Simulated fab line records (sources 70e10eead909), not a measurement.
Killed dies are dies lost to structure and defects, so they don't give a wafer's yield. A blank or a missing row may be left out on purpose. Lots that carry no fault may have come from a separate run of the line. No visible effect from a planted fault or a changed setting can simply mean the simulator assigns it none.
fab line records ; flow nand-harc
record lots=6; wafers=18; last-day=30
route steps=1302 shown A_DECK1_JOINT@533 A_ONON_D2@545
lots with no fault: from the same line, run without faults
start-h: hours from the record's opening day to when the first of the lot's shown wafers began ; wait-h: hours elapsed since this lot's preceding step ; " identical to the entry in the row above ; L1.1+2: several wafers, shown together as one row ; - value missing, or start not given ; * or withheld: withheld ; < > ~ a bound
route shown NAME@n: names a module that has steps shown in the file, with the first one's number in the route ; usual: mean and standard deviation over wafers with no fault ; same: alike in all rows ; chamber/n: place in a boat ; sites: readings site by site ; _std_site: standard deviation across them ; _edge_site: mean of outer sites minus mean of inner sites ; radius-mm: how far each site lies from the wafer's centre ; mask NAME#n: copy n ; behind: the most recent tool/chamber to have shaped the wafer ; hold: why the lot was held/for how many hours/how that ended ; device: the n, p or np transistor that did not switch ; end of line: the tests these same wafers got at the end of their route ; where a step has no rows: the recipe by itself ; killed: dies that structure and defects cost at the first sort, which is not the same as the wafer's yield ; map: a wafer's dies, x killed, . not, _ none there
set.NAME: the run value of the setting; set.NAME@STEP: its run value at that earlier step ; model.NAME: the simulator's own value behind a step, which no gauge read
certain route steps with their lots: each step a table, each wafer a row
services: a tool's chamber out of use, with start hour (start-h, from the record's first day; less than 0 if before it), hours out, and reason
## steps
# step NHARC_A_DECK1_JOINT_CVD_34
# recipe target-thk-a=200; temp-c=700; pressure-mtorr=300; material=SiNx
# step NHARC_A_DECK1_JOINT_DEP_06
# recipe target-thk-a=800; temp-c=65; material=SiOx
# step NHARC_A_DECK1_JOINT_CURE_26
# recipe temp-c=150; time-s=32; pressure-atm=0.395
# step NHARC_A_DECK1_JOINT_ANNEAL_27
# recipe temp-c=400; time-s=3600; idle-temp-c=300; ramp-up-c-per-min=10; densification-p-h2o-torr=640
# step NHARC_A_DECK1_JOINT_ANNEAL_28
# recipe temp-c=500; time-s=1800; idle-temp-c=400; ramp-up-c-per-min=10; densification-p-h2o-torr=640
# step NHARC_A_DECK1_JOINT_ANNEAL_29
# recipe temp-c=750; time-s=1800; idle-temp-c=500; ramp-up-c-per-min=10; ramp-down-c-per-min=3
# step NHARC_A_DECK1_JOINT_CMP_02
# recipe material=SiOx
# usual motor-current-A=12.3/1; retaining-ring-pressure-frac=1.000/0.0049; slurry-flow-ml-min=149.9/0.44
lot.wafer;tool;chamber;start-h;wait-h;motor-current-A;retaining-ring-pressure-frac;slurry-flow-ml-min
L747.4;cmp-02;0;278.55;0.4;13.8;1.008;150.5
L747.2;cmp-02;1;278.55;0.4;13.1;1.000;149.7
L747.3;cmp-02;2;278.55;0.4;13.3;1.003;150.3
L749.1;cmp-03;2;284.10;0.4;12.3;0.992;149.4
L749.2;cmp-03;0;284.10;0.4;11.5;1.005;150.3
L749.5;cmp-03;2;284.10;0.4;12.1;1.000;150.4
L755.2;cmp-01;3;347.27;0.4;12.2;0.998;149.3
L755.4;cmp-01;1;347.27;0.4;12.4;0.996;150.0
L755.6;cmp-01;2;347.27;0.4;12.5;0.996;150.0
L757.2;cmp-03;0;388.10;0.4;12.1;0.995;149.2
L757.4;cmp-03;1;388.10;0.4;10.2;0.999;150.4
L757.3;cmp-03;2;388.10;0.4;11.6;0.996;150.3
L763.1;cmp-03;2;430.95;0.4;12.2;1.001;149.8
L763.5;cmp-03;3;430.95;0.4;12.1;1.001;149.5
L763.6;cmp-03;0;430.95;0.4;11.8;1.002;149.7
L765.3;cmp-02;3;446.43;0.4;11.9;0.992;149.4
L765.4;cmp-02;0;446.43;0.4;14.0;1.002;150.2
L765.6;cmp-02;0;446.43;0.4;13.2;0.996;149.5
# step NHARC_A_DECK1_JOINT_SRD_15
# step NHARC_A_DECK1_JOINT_DEP_16
# recipe target-thk-a=450; temp-c=400; pressure-torr=6.5; rf-w=900; teos-flow-sccm=161.4; flow-sccm=2650; target-thk-nm=45; gas=O2; material=SiO2
# usual heater-power-w=607/77; throttle-valve-pct=16.1/0.46
lot.wafer;tool;chamber;start-h;wait-h;heater-power-w;throttle-valve-pct
L747.3;pecvd-02;2;278.94;0.1;574;15.5
L747.2;pecvd-02;0;278.94;0.1;630;16.1
L747.4;pecvd-02;2;278.94;0.1;566;15.7
L749.2;pecvd-02;2;284.51;0.1;615;16.0
L749.1;pecvd-02;0;284.51;0.1;637;15.8
L749.5;pecvd-02;0;284.51;0.1;640;15.5
L755.2;pecvd-02;1;347.66;0.1;464;16.6
L755.6;pecvd-02;0;347.66;0.1;616;15.8
L755.4;pecvd-02;1;347.66;0.1;475;16.7
L757.2;pecvd-02;1;388.83;0.4;556;16.7
L757.3;pecvd-02;0;388.83;0.4;509;16.0
L757.4;pecvd-02;0;388.83;0.4;498;15.9
L763.1;pecvd-02;2;431.29;0.1;641;16.4
L763.5;pecvd-02;0;431.29;0.1;636;16.2
L763.6;pecvd-02;1;431.29;0.1;564;17.0
L765.3;pecvd-04;0;446.88;0.1;637;16.6
L765.4;pecvd-04;2;446.88;0.1;676;15.8
L765.6;pecvd-04;0;446.88;0.1;635;16.4
# step NHARC_A_DECK1_JOINT_THK_MEAS_17
# recipe thk-meas-gauge=ellipsometry
# usual thk-nm=44.7/1.2
lot.wafer;tool;chamber;start-h;wait-h;thk-nm
L747.2;film-metro-01;-;279.22;0.2;45.6
L747.3;film-metro-01;-;279.22;0.2;43.7
L747.4;film-metro-01;-;279.22;0.2;46.1
L749.1;film-metro-02;-;284.76;0.2;44.6
L749.2;film-metro-02;-;284.76;0.2;47.2
L749.5;film-metro-02;-;284.76;0.2;45.6
L755.2;film-metro-02;-;347.91;0.2;42.0
L755.4;film-metro-02;-;347.91;0.2;43.5
L755.6;film-metro-02;-;347.91;0.2;45.0
L757.2;film-metro-02;-;389.11;0.3;43.9
L757.3;film-metro-02;-;389.11;0.3;44.8
L757.4;film-metro-02;-;389.11;0.3;45.6
L763.1;film-metro-02;-;431.60;0.3;45.8
L763.5;film-metro-02;-;431.60;0.3;46.2
L763.6;film-metro-02;-;431.60;0.3;44.6
L765.3;film-metro-02;-;447.11;0.2;46.4
L765.4;film-metro-02;-;447.11;0.2;45.1
L765.6;film-metro-02;-;447.11;0.2;46.6
# step NHARC_A_DECK1_JOINT_INSPECT_05
# usual raw-defect-count=339/130
lot.wafer;tool;chamber;start-h;wait-h;raw-defect-count
L747.2;defect-inspect-02;-;279.26;0.0;419
L747.3;defect-inspect-02;-;279.26;0.0;225
L747.4;defect-inspect-02;-;279.26;0.0;188
L749.1;defect-inspect-02;-;284.80;0.0;488
L749.2;defect-inspect-02;-;284.80;0.0;309
L749.5;defect-inspect-02;-;284.80;0.0;550
L755.2;defect-inspect-01;-;347.95;0.0;377
L755.4;defect-inspect-01;-;347.95;0.0;273
L755.6;defect-inspect-01;-;347.95;0.0;142
L757.2;defect-inspect-01;-;389.14;0.0;308
L757.3;defect-inspect-01;-;389.14;0.0;283
L757.4;defect-inspect-01;-;389.14;0.0;242
L763.1;defect-inspect-01;-;431.64;0.0;185
L763.5;defect-inspect-01;-;431.64;0.0;304
L763.6;defect-inspect-01;-;431.64;0.0;288
L765.3;defect-inspect-01;-;447.14;0.0;294
L765.4;defect-inspect-01;-;447.14;0.0;237
L765.6;defect-inspect-01;-;447.14;0.0;305
# step NHARC_A_ONON_D2_DEP_00
# recipe target-thk-a=10000; n2-flow-sccm=2750; n2o-flow-sccm=2000; nh3-flow-sccm=500; sih4-flow-sccm=210; temp-c=400
# usual n2o-flow-sccm=1999/5.7; sih4-flow-sccm=209.9/0.64
lot.wafer;tool;chamber;start-h;wait-h;n2o-flow-sccm;sih4-flow-sccm
L747.2;pecvd-onon-02;0;279.38;0.1;1997;210.6
L747.3;pecvd-onon-02;0;279.38;0.1;2001;209.8
L747.4;pecvd-onon-02;0;279.38;0.1;1996;211.1
L749.1;pecvd-onon-03;0;284.86;0.1;1997;209.0
L749.2;pecvd-onon-03;0;284.86;0.1;1995;209.0
L749.5;pecvd-onon-03;0;284.86;0.1;1996;209.0
L755.2;pecvd-onon-03;0;348.07;0.1;1998;210.1
L755.4;pecvd-onon-03;0;348.07;0.1;1998;209.3
L755.6;pecvd-onon-03;0;348.07;0.1;2010;210.5
L757.2;pecvd-onon-03;0;389.27;0.1;2010;210.0
L757.3;pecvd-onon-03;0;389.27;0.1;1998;209.8
L757.4;pecvd-onon-03;0;389.27;0.1;1995;210.4
L763.1;pecvd-onon-02;0;431.70;0.1;2005;209.3
L763.5;pecvd-onon-02;0;431.70;0.1;1995;210.5
L763.6;pecvd-onon-02;0;431.70;0.1;1993;209.4
L765.3;pecvd-onon-02;0;447.32;0.2;2006;209.4
L765.4;pecvd-onon-02;0;447.32;0.2;2004;209.5
L765.6;pecvd-onon-02;0;447.32;0.2;2003;209.4
# step NHARC_A_ONON_D2_THK_MEAS_02
# recipe thk-meas-gauge=ellipsometry
# usual thk-nm=1003/7.7
lot.wafer;tool;chamber;start-h;wait-h;thk-nm
L747.2;film-metro-01;-;279.83;-;1004
L747.3;film-metro-01;-;279.83;-;1004
L747.4;film-metro-01;-;279.83;-;1003
L749.1;film-metro-01;-;285.38;-;998
L749.2;film-metro-01;-;285.38;-;1000
L749.5;film-metro-01;-;285.38;-;1000
L755.2;film-metro-02;-;348.52;-;1000
L755.4;film-metro-02;-;348.52;-;1000
L755.6;film-metro-02;-;348.52;-;999
L757.2;film-metro-02;-;389.72;-;1005
L757.3;film-metro-02;-;389.72;-;1003
L757.4;film-metro-02;-;389.72;-;1004
L763.1;film-metro-02;-;432.21;-;1008
L763.5;film-metro-02;-;432.21;-;1057
L763.6;film-metro-02;-;432.21;-;1010
L765.3;film-metro-02;-;447.72;-;1048
L765.4;film-metro-02;-;447.72;-;999
L765.6;film-metro-02;-;447.72;-;1000
# step NHARC_A_ONON_D2_DEP_03
# recipe target-thk-a=10000; n2-flow-sccm=2750; n2o-flow-sccm=2000; nh3-flow-sccm=500; sih4-flow-sccm=210; temp-c=400
## services
tool;chamber;start-h;hours;kind
cmp-03;-;260.20;4.0;pm
pecvd-04;-;269.39;13.0;pm
cmp-01;-;271.28;0.8;repair
cmp-01;-;280.12;0.9;repair
cmp-03;-;286.58;0.6;repair
cmp-01;-;292.81;4.0;pm
cmp-03;-;305.84;1.0;repair
cmp-02;-;314.84;2.2;repair
cmp-02;-;328.39;2.6;repair
cmp-03;-;358.20;4.0;pm
pecvd-onon-02;-;366.43;13.0;pm
pecvd-04;2;385.57;4.8;repair
pecvd-02;2;390.50;13.8;repair
cmp-01;-;390.81;4.0;pm
pecvd-onon-03;-;408.00;13.0;pm
pecvd-02;-;408.15;13.0;pm
pecvd-02;0;408.15;13.0;vent-cycle
pecvd-02;1;408.15;13.0;vent-cycle
pecvd-02;2;408.15;13.0;vent-cycle
cmp-01;-;420.75;2.5;repair
pecvd-02;0;421.15;-;clean
cmp-02;-;424.06;0.3;repair
cmp-02;-;428.94;4.0;pm
cmp-03;-;435.26;1.6;repair
## key
first-sign step=NHARC_A_ONON_D2_THK_MEAS_02; reading=thk-nm; direction=up; sigmas=6.5; usual=1003; struck=1053
effect none on later readings
met-at NHARC_A_ONON_D2_DEP_00
struck-wafers L763.5,L765.3
later-rows-left-out L763.5,L765.3
sort-left-out L763.5,L765.3
tester-left-out L763,L765
onset-between 279.38 431.70
fault kind=process-parameter-drift; tool=pecvd-onon-02; chamber=-; onset-h=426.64; steps=NHARC_A_ONON_D2_DEP_00; channel=target-thk-a; offset=*; shape=step; end-h=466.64; scope=struck-wafers-only; acts-in=*; stated=*
# tester-left-out: of these lots the tester's yield and bins aren't shown, on N5 and GAA mostly nor the transistor test; their killed dies are dies lost to structure and defects alone, not to doping, threshold or leakage, so they don't give the yield
# sort-left-out: the simulated sort isn't trusted on such a fault, so these wafers' sort isn't shown, and their yield isn't known
# later-rows-left-out: the simulator's readings of these wafers behind a module that went badly wrong aren't trusted and aren't shown, but for the sort
